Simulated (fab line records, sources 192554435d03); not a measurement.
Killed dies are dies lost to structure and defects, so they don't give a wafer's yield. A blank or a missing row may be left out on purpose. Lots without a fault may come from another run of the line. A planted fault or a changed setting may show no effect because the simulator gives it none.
Which tool did it? | flow n5_finfet | 8 lots, 23 wafers sampled, at 8 steps of a route of 1938

WHAT THE GAUGES READ, wafer by wafer
N5_BEOL_M2_OCD_MEAS_38.
lot  | measured     | on     | trench_depth_nm (nm)
L503 | day 7 17:17  | ocd-02 | 55.7 56.2
L509 | day 8 16:32  | ocd-01 | 55.1 - 53.2
L510 | day 8 16:54  | ocd-02 | 55.0 - 54.6
L517 | day 10 20:52 | ocd-02 | 56.7 57.5 55.6
L518 | day 11 00:40 | ocd-02 | 55.5 55.2 57.4
L522 | day 11 16:49 | ocd-01 | 54.8 56.1 56.7
L523 | day 12 03:02 | ocd-02 | 57.3 54.9 55.5
L524 | day 12 18:42 | ocd-02 | 55.4 57.4 55.8

N5_BEOL_M2_CD_MEAS_35: target cd 18 nm, target cd y 22.2 nm.
lot  | measured     | on        | cd_nm (nm)
L503 | day 7 17:26  | cd_sem-03 | 18.2 18.0
L509 | day 8 16:41  | cd_sem-01 | 18.7 - 18.1
L510 | day 8 17:03  | cd_sem-02 | 17.7 - 18.5
L517 | day 10 21:01 | cd_sem-01 | 18.4 17.4 17.2
L518 | day 11 00:49 | cd_sem-01 | 17.8 17.1 18.3
L522 | day 11 16:58 | cd_sem-02 | 18.0 18.6 17.7
L523 | day 12 03:11 | cd_sem-03 | 18.5 18.6 18.6
L524 | day 12 18:52 | cd_sem-03 | 17.6 18.6 17.8

N5_BEOL_M4_RC_MEAS_101.
lot  | measured     | on        | DIBL_N (mV/V)  | DIBL_P (mV/V)  | IOFF_N (nA/um)    | IOFF_P (nA/um) | ION_N (uA/um) | ION_P (uA/um) | SS_N (mV/dec)  | SS_P (mV/dec)  | VT_N (mV)   | VT_P (mV)
L503 | day 8 22:20  | prober-02 | 32.4 36.0      | 32.2 37.7      | 0.104 0.163       | 0.16 0.24      | 659 668       | 454 465       | 70.0 71.6      | 72.6 73.4      | 254 248     | -251 -250
L509 | day 9 23:08  | prober-02 | 36.9 37.3      | 35.9 36.5      | 0.197 0.203       | 0.25 0.25      | 699 670       | 475 458       | 71.1 71.3      | 74.2 74.4      | 242 246     | -245 -247
L510 | day 10 00:40 | prober-01 | 34.3 34.9      | 37.1 37.4      | 0.143 0.160       | 0.21 0.21      | 665 680       | 463 468       | 70.8 71.5      | 73.3 74.0      | 253 248     | -247 -248
L517 | day 11 23:38 | prober-02 | 33.3 32.8 35.4 | 33.7 34.1 36.4 | 0.127 0.126 0.161 | 0.19 0.19 0.24 | 666 664 675   | 462 464 469   | 70.3 70.7 71.8 | 72.5 72.5 73.6 | 251 251 247 | -249 -251 -247
L518 | day 12 06:50 | prober-01 | 35.0 32.5 33.6 | 35.7 32.3 33.6 | 0.131 0.098 0.113 | 0.18 0.14 0.15 | 663 652 650   | 456 454 446   | 71.4 70.6 70.8 | 72.8 72.6 72.5 | 253 256 252 | -252 -255 -256
L522 | day 13 03:50 | prober-01 | 32.4 32.4 35.7 | 31.6 31.9 36.2 | 0.116 0.120 0.183 | 0.19 0.19 0.26 | 656 666 680   | 460 462 475   | 70.9 71.7 71.9 | 71.7 72.3 73.1 | 254 252 246 | -251 -249 -245
L523 | day 13 06:05 | prober-02 | 33.7 33.3 36.7 | 32.9 31.6 36.1 | 0.123 0.114 0.176 | 0.16 0.14 0.21 | 668 661 671   | 457 455 457   | 70.8 70.4 71.5 | 71.9 72.7 73.8 | 251 256 249 | -253 -257 -251
L524 | day 14 12:02 | prober-01 | 33.1 32.8 33.7 | 32.6 33.5 33.0 | 0.103 0.110 0.116 | 0.15 0.17 0.16 | 657 664 670   | 456 464 451   | 70.5 70.8 70.2 | 71.4 72.8 72.3 | 257 253 253 | -255 -253 -255

WHICH TOOL RAN EACH LOT (tool, then ch and the chambers of the sampled wafers, then the start)
lot  | N5_BEOL_M2_HM_DEP_02         | N5_BEOL_M2_ETCH_64                 | N5_BEOL_M2_ETCH_77                 | N5_BEOL_M2_ETCH_69                 | N5_BEOL_M2_ETCHBACK_99
L503 | pvd_sputter-02, day 7 02:26  | rie_diel-03 ch 1,3, day 7 03:10    | rie_diel-02 ch 2,3, day 7 04:46    | rie_diel-02 ch 2,3, day 7 04:47    | rie_diel-02 ch 1,2, day 7 16:41
L509 | pvd_sputter-02, day 8 10:15  | rie_diel-04 ch 0,1,2, day 8 10:58  | rie_diel-04 ch 0,2,3, day 8 11:56  | rie_diel-04 ch 0,2,3, day 8 11:57  | rie_diel-04 ch 0,1,3, day 8 16:08
L510 | pvd_sputter-02, day 8 10:27  | rie_diel-02 ch 0,1,2, day 8 11:10  | rie_diel-03 ch 0,1,3, day 8 12:20  | rie_diel-03 ch 0,1,3, day 8 12:21  | rie_diel-02 ch 0,1,2, day 8 16:30
L517 | pvd_sputter-01, day 10 11:22 | rie_diel-03 ch 0,3, day 10 12:05   | rie_diel-03 ch 1,2, day 10 13:07   | rie_diel-03 ch 1,2, day 10 13:08   | rie_diel-02 ch 1,2,3, day 10 20:28
L518 | pvd_sputter-01, day 10 12:27 | rie_diel-03 ch 0,2,3, day 10 13:24 | rie_diel-04 ch 0,1, day 10 14:26   | rie_diel-04 ch 0,1, day 10 14:26   | rie_diel-02 ch 0,1,2, day 11 00:16
L522 | pvd_sputter-01, day 11 10:23 | rie_diel-02 ch 0,1, day 11 11:04   | rie_diel-04 ch 0,3, day 11 12:44   | rie_diel-04 ch 0,3, day 11 12:45   | rie_diel-03 ch 0,1,3, day 11 16:25
L523 | pvd_sputter-03, day 11 21:43 | rie_diel-02 ch 1,2,3, day 11 22:47 | rie_diel-02 ch 0,1,2, day 11 23:44 | rie_diel-02 ch 0,1,2, day 11 23:45 | rie_diel-03 ch 0,1,3, day 12 02:38
L524 | pvd_sputter-02, day 12 02:50 | rie_diel-04 ch 2,3, day 12 03:28   | rie_diel-03 ch 0,1,3, day 12 04:26 | rie_diel-03 ch 0,1,3, day 12 04:26 | rie_diel-02 ch 0,2,3, day 12 18:18
- N5_BEOL_M2_HM_DEP_02: deposits TiN, target thk 20 nm.
- N5_BEOL_M2_ETCH_64: etches SOC in N2/H2, target depth 75 nm, overetch 22.5 nm, time 121.9 s.
- N5_BEOL_M2_ETCH_77: etches underlayer in N2/H2, target depth 6.5 nm, time 5.2 s.
- N5_BEOL_M2_ETCH_69: etches SiARC in CF4, target depth 15.6 nm, time 26 s.
- N5_BEOL_M2_ETCHBACK_99: etches SiO2 in CHF3, target depth 5 nm, time 10.4 s.

WHAT THE TOOLS THEMSELVES READ (means of the sampled wafers that have a number; where no wafer has one, the mark that the record gives instead)
N5_BEOL_M2_HM_DEP_02.
lot  | tool           | substrate_temp_c (C) | throttle_valve_pct (%)
L503 | pvd_sputter-02 | 24.88                | 28.9
L509 | pvd_sputter-02 | 24.93                | 29.8
L510 | pvd_sputter-02 | 24.85                | 29.8
L517 | pvd_sputter-01 | 24.97                | 30.3
L518 | pvd_sputter-01 | 25.10                | 30.1
L522 | pvd_sputter-01 | 25.12                | 29.7
L523 | pvd_sputter-03 | 24.99                | 29.7
L524 | pvd_sputter-02 | 25.00                | 30.0

N5_BEOL_M2_ETCH_64.
lot  | tool        | drypump_motor_current_A (A) | oes_product_au (a.u.) | rf_vpp_V (V) | showerhead_plenum_p_Torr (Torr) | throttle_valve_pct (%)
L503 | rie_diel-03 | 5.3                         | 0.53                  | 521.0        | 2.46                            | 18.16
L509 | rie_diel-04 | 5.7                         | 0.63                  | 523.4        | 2.50                            | 17.76
L510 | rie_diel-02 | 5.9                         | 0.68                  | 522.9        | 2.52                            | 17.72
L517 | rie_diel-03 | 5.3                         | 0.63                  | 521.9        | 2.46                            | 17.83
L518 | rie_diel-03 | 5.5                         | 0.61                  | 521.5        | 2.46                            | 17.85
L522 | rie_diel-02 | 6.0                         | 0.67                  | 524.1        | 2.55                            | 17.71
L523 | rie_diel-02 | 5.9                         | 0.65                  | 524.6        | 2.55                            | 17.74
L524 | rie_diel-04 | 6.3                         | 0.67                  | 524.1        | 2.59                            | 17.73

N5_BEOL_M2_ETCH_77.
lot  | tool        | drypump_motor_current_A (A) | etch_rf_on_time_s (s) | oes_product_au (a.u.) | rf_vpp_V (V) | showerhead_plenum_p_Torr (Torr) | throttle_valve_pct (%)
L503 | rie_diel-02 | 5.5                         | 5.17                  | 0.67                  | 521.1        | 2.44                            | 18.04
L509 | rie_diel-04 | 5.9                         | 5.16                  | 0.66                  | 524.3        | 2.55                            | 17.97
L510 | rie_diel-03 | 5.4                         | 5.19                  | 0.74                  | 521.3        | 2.47                            | 17.92
L517 | rie_diel-03 | 5.6                         | 5.04                  | 0.77                  | 522.3        | 2.49                            | 17.95
L518 | rie_diel-04 | 5.6                         | 5.20                  | 0.70                  | 522.7        | 2.47                            | 17.92
L522 | rie_diel-04 | 6.0                         | 5.17                  | 0.77                  | 523.9        | 2.56                            | 17.96
L523 | rie_diel-02 | 5.9                         | 5.20                  | 0.72                  | 523.3        | 2.51                            | 17.81
L524 | rie_diel-03 | 5.4                         | 5.24                  | 0.69                  | 521.5        | 2.46                            | 17.98

N5_BEOL_M2_ETCH_69.
lot  | tool        | drypump_motor_current_A (A) | etch_rf_on_time_s (s) | mfc_ar_sccm (sccm) | oes_product_au (a.u.) | rf_vpp_V (V) | showerhead_plenum_p_Torr (Torr) | throttle_valve_pct (%)
L503 | rie_diel-02 | 5.5                         | 25.7                  | 100.2              | 0.67                  | 183.1        | 2.06                            | 15.69
L509 | rie_diel-04 | 5.9                         | 25.8                  | 99.9               | 0.66                  | 184.0        | 2.15                            | 15.69
L510 | rie_diel-03 | 5.4                         | 25.9                  | 100.1              | 0.75                  | 182.9        | 2.08                            | 15.71
L517 | rie_diel-03 | 5.6                         | 25.4                  | 99.9               | 0.77                  | 183.3        | 2.09                            | 15.66
L518 | rie_diel-04 | 5.6                         | 25.8                  | 99.7               | 0.71                  | 182.6        | 2.08                            | 15.56
L522 | rie_diel-04 | 6.0                         | 25.4                  | 100.1              | 0.77                  | 184.6        | 2.15                            | 15.61
L523 | rie_diel-02 | 5.9                         | 26.3                  | 99.7               | 0.72                  | 183.6        | 2.11                            | 15.48
L524 | rie_diel-03 | 5.4                         | 25.8                  | 99.9               | 0.71                  | 183.3        | 2.07                            | 15.76

N5_BEOL_M2_ETCHBACK_99.
lot  | tool        | drypump_motor_current_A (A) | mfc_ar_sccm (sccm) | oes_product_au (a.u.) | rf_vpp_V (V) | showerhead_plenum_p_Torr (Torr) | throttle_valve_pct (%)
L503 | rie_diel-02 | 6.0                         | 199.7              | 0.88                  | 236          | 2.10                            | 16.95
L509 | rie_diel-04 | 5.8                         | 199.8              | 0.61                  | 237          | 2.13                            | 17.18
L510 | rie_diel-02 | 5.9                         | 199.9              | 0.72                  | 238          | 2.13                            | 16.91
L517 | rie_diel-02 | 5.9                         | 200.5              | 0.86                  | 235          | 2.16                            | 16.93
L518 | rie_diel-02 | 5.9                         | 200.3              | 0.86                  | 238          | 2.13                            | 16.96
L522 | rie_diel-03 | 5.4                         | 199.9              | 0.82                  | 241          | 2.08                            | 17.21
L523 | rie_diel-03 | 5.4                         | 199.9              | 0.82                  | 240          | 2.08                            | 17.21
L524 | rie_diel-02 | 5.5                         | 199.9              | 0.86                  | 239          | 2.19                            | 16.94

THE ANSWER, worked out from the rows above alone
Rule: what is usual is taken from the lots themselves. Put in order of their means at a reading, lots are off if they are a third of the lots or fewer, leave a main group of 4 or more, and stand apart from it by a gap of 3 or more times the standard deviation of the main group's means; of several such gaps the widest counts. A main group whose means are all the same, to the digits that the tables above print for the reading, isn't used. A lot without any number at a reading at which 4 lots or more have one is off too. The other lots that the step has rows for count as sound. The gauges are gone through in route order, then the tools' own readings, and for those a lot's mean is taken as printed above. The first step at which some lot is off is used, and at that step the reading that is off furthest; a lot without a number counts as furthest.
Off: L509, L510, at N5_BEOL_M2_OCD_MEAS_38 (trench_depth_nm). The main group: mean 56.1 nm, standard deviation 0.25.
A tool fits if, at a process step before that reading, it ran every lot that is off, and no sound lot after the first of them. The gauges at N5_BEOL_M2_OCD_MEAS_38 aren't tried: what is off there is off at N5_BEOL_M2_ETCHBACK_99 too, on other tools, and a gauge's error can't cause that. None of those tried fits.

WHAT THE SIMULATOR HAD PUT IN
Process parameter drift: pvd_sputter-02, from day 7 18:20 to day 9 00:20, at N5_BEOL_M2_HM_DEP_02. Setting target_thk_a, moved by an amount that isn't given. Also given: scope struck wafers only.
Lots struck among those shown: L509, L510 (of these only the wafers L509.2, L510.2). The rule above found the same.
